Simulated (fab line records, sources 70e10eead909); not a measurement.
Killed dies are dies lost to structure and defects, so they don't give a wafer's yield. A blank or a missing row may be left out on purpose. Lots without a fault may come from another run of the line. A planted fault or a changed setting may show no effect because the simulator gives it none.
fab line records | flow nand_harc
record lots=14 wafers=42 last_day=33
route steps=1302 shown P_M2@348 P_BONDPAD@369
lots that met no fault: from a run of the same line without faults
start_h: hours from the record's first day to the start of the lot's first wafer shown | wait_h: hours since the lot's step before | " the same as in the row above | L1.1+2: a row that stands for several wafers | - no value, or no start given | * or withheld: withheld | < > ~ a bound
route shown NAME@n: a module of which the file shows steps, and the number in the route of the first | usual: mean/standard deviation of fault-free wafers | same: alike in all rows | chamber/n: place in a boat | sites: the reading at each site | _std_site: their standard deviation | _edge_site: outer sites' mean less inner sites' | radius_mm: how far each site lies from the wafer's centre | mask NAME#n: copy n | behind: the tool/chamber that last shaped the wafer | hold: why the lot was held/for how many hours/how that ended | device: the transistor (n, p or np) that didn't switch | end of line: the same wafers' tests at the end of the route | a step without rows: its recipe alone | killed: dies lost to structure and defects at the first sort, not the wafer's yield | map: a wafer's dies, x killed, . not, _ none there
set.NAME: the setting as run; set.NAME@STEP: as run at that earlier step | model.NAME: the simulator's own value behind a step, which no gauge read
steps of the route over a sample of lots; a table a step, a row a wafer
services: from which hour (start_h, from the record's first day; less than 0 if before it) a tool's chamber was out of use, for how many hours, and why
## steps
# step NHARC_P_M2_INSPECT_27
# usual raw_defect_count=348/120
# columns lot.wafer tool chamber start_h wait_h raw_defect_count
L275.3 defect_inspect-02 - 138.88 0.0 131
L275.4 " - " " 328
L275.6 " - " " 207
L276.3 defect_inspect-02 - 141.26 0.0 252
L276.4 " - " " 402
L276.5 " - " " 524
L277.1 defect_inspect-01 - 152.97 0.0 474
L277.2 " - " " 612
L277.4 " - " " 556
L278.1 defect_inspect-01 - 161.94 0.0 576
L278.4 " - " " 267
L278.6 " - " " 284
L279.1 defect_inspect-01 - 175.12 0.0 364
L279.5 " - " " 540
L279.6 " - " " 540
L280.1 defect_inspect-01 - 185.32 0.0 328
L280.2 " - " " 412
L280.6 " - " " 398
L282.2 defect_inspect-02 - 208.57 0.0 507
L282.3 " - " " 399
L282.6 " - " " 511
L283.1 defect_inspect-02 - 214.74 0.0 585
L283.2 " - " " 323
L283.4 " - " " 491
L284.3 defect_inspect-02 - 222.55 0.0 362
L284.5 " - " " 366
L284.6 " - " " 435
L285.4 defect_inspect-02 - 239.30 0.0 181
L285.5 " - " " 275
L285.6 " - " " 149
L287.3 defect_inspect-02 - 254.48 0.0 330
L287.5 " - " " 321
L287.6 " - " " 281
L296.2 defect_inspect-01 - 345.49 0.0 211
L296.3 " - " " 207
L296.4 " - " " 289
L297.1 defect_inspect-02 - 350.13 0.0 311
L297.2 " - " " 256
L297.3 " - " " 287
L298.1 defect_inspect-02 - 363.94 0.0 483
L298.5 " - " " 288
L298.6 " - " " 282
# step NHARC_P_BONDPAD_ETCH_12
# recipe target_depth_a=2000 time_s=100 chf3_flow_sccm=50 o2_flow_sccm=10 ar_flow_sccm=200 rf_w=500 bias_w=200 chemistry=CHF3/O2
# usual chamber_pressure_mTorr=25.000/0.024 drypump_motor_current_A=5.9/0.6 oes_product_au=0.943/0.023 rf_vpp_V=370.7/2.8 run_length_s=121.5/0.38 showerhead_plenum_p_Torr=2.40/0.12 throttle_valve_pct=20.572/0.0088
# same time_s=100
# columns lot.wafer tool chamber start_h wait_h chamber_pressure_mTorr drypump_motor_current_A oes_product_au rf_hours_counter_h rf_vpp_V run_length_s showerhead_plenum_p_Torr throttle_valve_pct
L275.4 rie_diel-01 2 - - 25.001 6.1 0.961 3.3 375.5 122.2 2.59 20.578
L275.3 " 0 " " 25.034 5.8 0.940 3.1 370.0 121.1 2.36 20.597
L275.6 " 1 " " 24.957 6.6 0.966 - 372.5 121.3 2.49 20.556
L276.4 rie_diel-01 2 - - 25.040 6.1 0.926 3.4 375.0 122.2 2.59 20.565
L276.3 " 3 " " 24.954 4.7 0.923 3.4 372.5 121.2 2.48 20.562
L276.5 " 1 " " 24.988 6.6 0.929 - 371.8 121.0 2.49 20.568
L277.2 rie_diel-08 0 - - 24.977 5.6 0.922 7.2 371.2 121.8 2.49 20.575
L277.4 " 1 " " 25.015 5.8 0.925 5.1 366.4 121.6 2.24 20.579
L277.1 " 3 " " 24.994 6.7 0.929 7.8 368.1 121.6 2.26 20.562
L278.4 rie_diel-01 1 - - 24.981 6.7 0.923 3.9 372.1 121.1 2.49 20.573
L278.1 " 2 " " 25.001 6.1 0.923 4.0 374.7 121.8 2.59 20.574
L278.6 " 3 " " 25.007 4.7 0.929 - 372.4 121.0 2.48 20.575
L279.1 rie_diel-03 1 - - 24.983 5.8 0.916 2.8 368.1 121.1 2.24 20.563
L279.6 " 2 " " 25.031 5.3 0.928 - 372.9 121.9 2.50 20.574
L279.5 " 3 " " 25.014 6.2 0.928 - 372.1 121.8 2.45 20.567
L280.2 rie_diel-03 2 - - 25.010 5.3 0.923 3.2 370.9 121.8 2.50 20.573
L280.1 " 3 " " 24.981 6.3 0.914 2.8 371.3 121.7 2.45 20.573
L280.6 " 2 " " 24.983 5.3 0.925 - 372.2 121.8 2.50 20.572
L282.2 rie_diel-08 1 - - 25.011 5.7 0.964 0.7 367.6 121.5 2.24 20.572
L282.3 " 3 " " 24.973 6.7 0.974 1.2 368.4 121.6 2.25 20.569
L282.6 " 0 " " 24.974 5.6 0.976 - 372.9 121.8 2.48 20.587
L283.1 rie_diel-08 0 - - 24.987 5.6 0.927 1.5 373.0 121.9 2.48 20.571
L283.4 " 1 " " 24.980 5.8 0.923 1.3 367.0 121.6 2.24 20.583
L283.2 " 2 " " 25.022 6.0 0.930 1.6 367.0 122.3 2.24 20.566
L284.3 rie_diel-01 0 - - 25.029 5.8 0.959 0.2 369.9 120.8 2.36 20.565
L284.5 " 2 " " 24.939 6.1 0.976 - 374.2 121.9 2.59 20.576
L284.6 " 3 " " 24.987 4.7 0.965 - 372.2 121.2 2.48 20.574
L285.4 rie_diel-01 1 - - 24.979 6.7 0.929 0.5 372.2 121.2 2.49 20.563
L285.5 " 3 " " 25.029 4.7 0.935 - 371.4 121.3 2.48 20.564
L285.6 " 0 " " 25.008 5.8 0.927 - 370.8 121.3 2.36 20.570
L287.3 rie_diel-08 2 - - 24.990 6.0 0.933 3.7 367.7 121.6 2.24 20.576
L287.6 " 3 " " 24.974 6.7 0.932 - 368.3 121.1 2.25 20.567
L287.5 " 0 " " 25.008 5.7 0.932 - 372.9 121.5 2.48 20.573
L296.4 rie_diel-08 2 - - 24.967 6.0 0.924 7.9 368.2 121.5 2.24 20.588
L296.3 " 3 " " 24.998 6.7 0.917 8.9 368.8 121.4 2.25 20.576
L296.2 " 0 " " 25.006 5.6 0.925 8.9 372.9 122.1 2.48 20.581
L297.2 rie_diel-08 2 - - 24.980 6.0 0.960 8.7 367.0 121.8 2.24 20.585
L297.3 " 3 " " 25.046 6.7 0.962 9.6 366.3 121.2 2.25 20.571
L297.1 " 0 " " 25.008 5.7 0.957 9.4 372.4 121.8 2.48 20.571
L298.1 rie_diel-08 2 - - 24.991 6.0 0.971 9.1 366.8 121.6 2.24 20.574
L298.5 " 3 " " 24.999 6.7 0.971 - 366.1 121.6 2.25 20.551
L298.6 " 0 " " 25.013 5.6 0.953 - 373.2 121.6 2.48 20.574
# step NHARC_P_BONDPAD_ETCH_24
# recipe target_depth_a=300 over_etch_frac=0.3 time_s=72.99 ion_energy_ev=150 cf4_flow_sccm=50 n2_flow_sccm=100 ar_flow_sccm=150 rf_w=300 bias_w=100 chemistry=CF4/N2
# usual cf4_flow_sccm=50.00/0.16 chamber_pressure_mTorr=29.997/0.027 drypump_motor_current_A=5.8/0.6 oes_product_au=1.001/0.0067 rf_vpp_V=314.3/2.2 run_length_s=94.5/0.41 showerhead_plenum_p_Torr=2.63/0.12 throttle_valve_pct=19.795/0.0096
# columns lot.wafer tool chamber start_h wait_h cf4_flow_sccm chamber_pressure_mTorr drypump_motor_current_A oes_product_au rf_hours_counter_h rf_vpp_V run_length_s showerhead_plenum_p_Torr throttle_valve_pct
L275.3 rie_diel-08 0 141.46 - 49.84 29.955 5.7 1.002 7.0 315.7 94.7 2.72 19.794
L275.4 " 1 " " 50.19 29.986 5.8 1.011 4.9 311.8 94.8 2.46 19.803
L275.6 " 2 " " 50.07 30.010 6.0 0.995 - 310.6 94.8 2.45 19.816
L276.3 rie_diel-01 1 143.69 - 50.01 30.026 6.6 0.998 3.4 316.8 94.5 2.72 19.793
L276.4 " 3 " " 49.88 29.996 4.7 1.000 3.5 316.2 94.0 2.71 19.790
L276.5 " 1 " " 49.90 29.957 6.6 1.004 - 315.1 94.1 2.72 19.790
L277.4 rie_diel-03 2 155.51 - 49.73 29.971 5.3 1.012 2.9 315.7 94.7 2.73 19.777
L277.2 " 3 " " 50.19 29.955 6.3 0.996 2.5 314.6 94.9 2.67 19.790
L277.1 " 1 " " 50.01 30.004 5.8 1.009 2.6 310.9 94.1 2.45 19.805
L278.1 rie_diel-01 3 164.45 - 50.05 29.981 4.7 0.995 4.1 313.9 93.9 2.71 19.777
L278.4 " 2 " " 50.02 30.012 6.1 1.003 4.0 316.6 95.0 2.83 19.796
L278.6 " 0 " " 50.14 30.004 5.8 0.993 - 312.7 93.9 2.58 19.768
L279.1 rie_diel-08 0 177.67 - 49.99 29.991 5.7 1.006 8.8 316.7 94.5 2.72 19.773
L279.6 " 3 " " 49.86 29.999 6.7 1.012 - 311.8 94.5 2.47 19.791
L279.5 " 0 " " 49.87 30.040 5.7 0.994 - 315.7 94.5 2.72 19.796
L280.2 rie_diel-08 3 187.94 - 49.97 29.941 6.7 1.001 9.7 311.6 94.4 2.47 19.795
L280.1 " 2 " " 50.10 29.998 6.0 1.002 9.2 310.5 94.5 2.45 19.794
L280.6 " 3 " " 50.17 29.996 6.7 1.006 - 312.4 94.1 2.47 19.773
L282.2 rie_diel-08 2 210.99 - 50.08 30.015 6.0 0.993 1.1 310.5 95.1 2.45 19.810
L282.3 " 0 " " 50.09 29.997 5.7 1.004 0.9 316.4 94.8 2.72 19.788
L282.6 " 3 " " 50.24 30.004 6.7 0.996 - 310.5 94.9 2.47 19.813
L283.1 rie_diel-03 3 217.29 - 50.07 30.025 6.2 1.005 3.8 314.9 94.6 2.67 19.816
L283.4 " 0 " " 50.12 30.013 5.0 0.997 3.5 315.7 95.3 2.67 19.793
L283.2 " 2 " " 49.92 29.971 5.3 0.998 4.5 314.3 94.8 2.73 19.789
L284.3 rie_diel-03 2 225.10 0.1 50.22 29.990 5.3 1.003 5.6 315.6 94.8 2.73 19.781
L284.6 " 2 " " 49.92 29.987 5.3 1.006 - 316.1 94.7 2.73 19.800
L284.5 " 1 " " 49.76 29.970 5.8 0.994 - 312.3 94.3 2.45 19.810
L285.4 rie_diel-01 0 241.73 - 50.05 30.004 5.8 1.008 0.5 313.7 93.8 2.58 19.792
L285.6 " 1 " " 50.04 30.048 6.6 0.998 - 316.3 94.0 2.72 19.808
L285.5 " 2 " " 49.85 29.970 6.1 1.003 - 318.7 95.0 2.83 19.785
L287.3 rie_diel-01 2 256.90 - 50.13 30.019 6.0 1.002 0.8 317.2 94.7 2.83 19.781
L287.5 " 3 " " 49.79 30.027 4.7 1.009 - 314.7 93.8 2.71 19.800
L287.6 " 0 " " 50.01 30.015 5.8 0.995 - 313.1 94.2 2.58 19.801
L296.2 rie_diel-01 0 348.03 - 49.97 29.983 5.8 1.005 2.7 313.7 68.2 2.58 19.785
L296.3 " 1 " " 49.98 30.035 6.6 1.013 3.0 316.2 93.9 2.72 19.806
L296.4 " 3 " " 50.02 29.996 4.7 1.006 2.8 315.1 94.1 2.71 19.796
L297.1 rie_diel-01 1 352.69 - 49.96 29.979 6.6 0.998 3.2 316.9 94.2 2.72 19.790
L297.2 " 3 " " 50.17 29.965 4.7 0.995 2.9 315.6 93.8 2.71 19.810
L297.3 " 0 " " 50.22 29.970 5.8 1.004 2.8 314.5 68.3 2.58 19.788
L298.1 rie_diel-03 3 366.35 - 50.15 29.979 6.2 0.998 3.7 314.3 94.8 2.67 19.788
L298.6 " 3 " " 50.20 29.993 6.2 1.001 - 315.0 95.2 2.67 19.784
L298.5 " 0 " " 50.15 29.986 5.0 1.005 - 314.6 94.8 2.67 19.776
## services
# columns tool chamber start_h hours kind
rie_diel-08 0 120.80 - clean
rie_diel-08 1 120.80 - clean
rie_diel-08 2 120.80 - clean
rie_diel-08 3 120.80 - clean
rie_diel-08 0 125.36 3.0 repair
rie_diel-01 0 133.87 - clean
rie_diel-01 1 133.87 - clean
rie_diel-01 2 133.87 - clean
rie_diel-01 3 133.87 - clean
rie_diel-08 0 145.30 - clean
rie_diel-08 1 145.30 - clean
rie_diel-08 2 145.30 - clean
rie_diel-08 3 145.30 - clean
rie_diel-03 2 159.24 7.9 repair
rie_diel-08 - 190.80 9.0 pm
rie_diel-01 - 203.87 9.0 pm
rie_diel-08 - 206.47 0.2 repair
rie_diel-03 3 224.14 8.0 repair
rie_diel-01 - 245.10 0.3 repair
rie_diel-03 1 252.92 2.5 repair
rie_diel-03 - 281.30 9.0 pm
rie_diel-08 2 290.72 15.0 repair
rie_diel-03 0 297.68 25.2 repair
rie_diel-01 0 336.82 9.0 repair
## key
first_sign step=NHARC_P_BONDPAD_ETCH_24 reading=run_length_s direction=down sigmas=64 usual=* struck=*
effect none on later readings
met_at NHARC_P_BONDPAD_ETCH_24
struck_lots L296,L297
struck_wafers L296.2,L297.3
later_rows_left_out L296.2,L297.3
sort_left_out L296.2,L297.3
not_acting_at NHARC_P_M2_INSPECT_27,NHARC_P_BONDPAD_ETCH_12
onset_between 256.90 348.03
fault kind=process_parameter_drift tool=rie_diel-01 chamber=0 onset_h=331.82 steps=NHARC_P_BONDPAD_ETCH_24 channel=time_s offset=* shape=step end_h=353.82 acts_in=* stated=*
# sort_left_out: the simulated sort isn't trusted on such a fault, so these wafers' sort isn't shown, and their yield isn't known
# later_rows_left_out: the simulator's readings of these wafers behind a module that went badly wrong aren't trusted and aren't shown, but for the sort
